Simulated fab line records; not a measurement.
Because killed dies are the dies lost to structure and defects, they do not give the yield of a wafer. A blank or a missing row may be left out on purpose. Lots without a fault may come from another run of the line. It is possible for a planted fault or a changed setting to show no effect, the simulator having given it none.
Split-lot experiment    flow n5Finfet    21 wafers read from 7 lots, route of 1938 steps

## THE SPLIT ITSELF
At N5_BEOL_M5_ETCH_68 (etches SOC in N2/H2, target depth 80 nm, overetch 16 nm, time 120 s), the setting timeS was moved away from the recipe's 120 s on 4 of the 21 wafers read, by -19.9% to +19.0%. For the rest of the wafers, this setting stayed at what the recipe calls for.

Reading taken at the split's own step.

## THE READING
SiARC_of_BEOL_M5_COAT_66.thkNm (the simulator's own value, which no gauge read), in nm, at N5_BEOL_M5_ETCH_68 (etches SOC in N2/H2, target depth 80 nm, overetch 16 nm, time 120 s). The file gives no usual value for it. Here, 17 wafers ran the recipe; their average is 6.4 nm with a standard deviation of 0.064 nm.

wafer   tool, chamber at the split  timeS as run, s  against the recipe  SiARC_of_BEOL_M5_COAT_66.thkNm, nm  against lot-mates on the recipe
L077.1  rieDiel-03, 1,0,1           120              recipe              6.4                                 -
L077.2  rieDiel-03, 1,0,1           120              recipe              6.4                                 -
L077.6  rieDiel-03, 1,0,1           120              recipe              6.4                                 -
L079.2  rieDiel-03, 3,1,3           120              recipe              6.4                                 -
L079.4  rieDiel-03, 3,1,3           120              recipe              6.4                                 -
L079.6  rieDiel-03, 3,1,3           120              recipe              6.4                                 -
L080.3  rieDiel-05, 3,0             111.3            -7.3%               6.8                                 +0.4
L080.4  rieDiel-05, 3,0             111.3            -7.3%               6.8                                 +0.4
L080.6  rieDiel-05, 3               120              recipe              6.4                                 -
L081.1  rieDiel-04, 1               120              recipe              6.4                                 -
L081.2  rieDiel-04, 2               96.13            -19.9%              7.6                                 +1.1
L081.3  rieDiel-04, 3               120              recipe              6.6                                 -
L083.1  rieDiel-04, 3               120              recipe              6.6                                 -
L083.3  rieDiel-04, 1,0             120              recipe              6.4                                 -
L083.6  rieDiel-04, 1,0             120              recipe              6.4                                 -
L085.2  rieDiel-04, 0               142.8            +19.0%              5.4                                 -1.0
L085.4  rieDiel-04, 1,3             120              recipe              6.4                                 -
L085.6  rieDiel-04, 1,3             120              recipe              6.4                                 -
L096.4  rieDiel-03, 3,0,1           120              recipe              6.4                                 -
L096.5  rieDiel-03, 3,0,1           120              recipe              6.4                                 -
L096.6  rieDiel-03, 3,0,1           120              recipe              6.4                                 -
When a row names more than one chamber, that row covers several wafers, and the file does not tell which wafer ran in which chamber.

THE FIT
A straight line over all 21 wafers: SiARC_of_BEOL_M5_COAT_66.thkNm changes by -0.056 nm for each +1% of timeS; r = -0.99; the points scatter about the line by 0.064 nm.
The same after taking each lot's own level away (the mean of its wafers on the recipe; 21 wafers): -0.0541 nm for each +1%; r = -0.99; scatter 0.05 nm.
Per that fit: largest timeS move, reading shift of 1.1 nm.
From 6.40 to 6.50 nm: that is the span of the lots' own levels, equal to 1.6 times the standard deviation above.
The two slopes agree, so the slope changes little with the lot-to-lot level.
Check: with one of the wafers moved furthest among these (-19.9%) left out of the fit, the line predicts +1.06 nm for it against its lot-mates. Against them it came out at +1.1 nm.

## THESE WAFERS: OTHER SPLITS
Note: prior to the reading, these wafers also went through further splits. Each is held against what the fit with the lots' levels taken away leaves over:
other split on the same wafers  wafers away from the commonest value  r with SiARC_of_BEOL_M5_COAT_66.thkNm (lot level and that fit taken away)
N5_BEOL_M1_COAT_61 spinRpm      7                                     -0.23
N5_BEOL_M1_COAT_62 spinRpm      7                                     +0.38
N5_BEOL_M2_ETCH_69 biasW        7                                     -0.08
N5_BEOL_M4_COAT_62 spinRpm      6                                     -0.15

## FILE'S OWN FIT
SiARC_of_BEOL_M5_COAT_66.thkNm changes by -0.0541 nm for each +1% of timeS, r = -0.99.
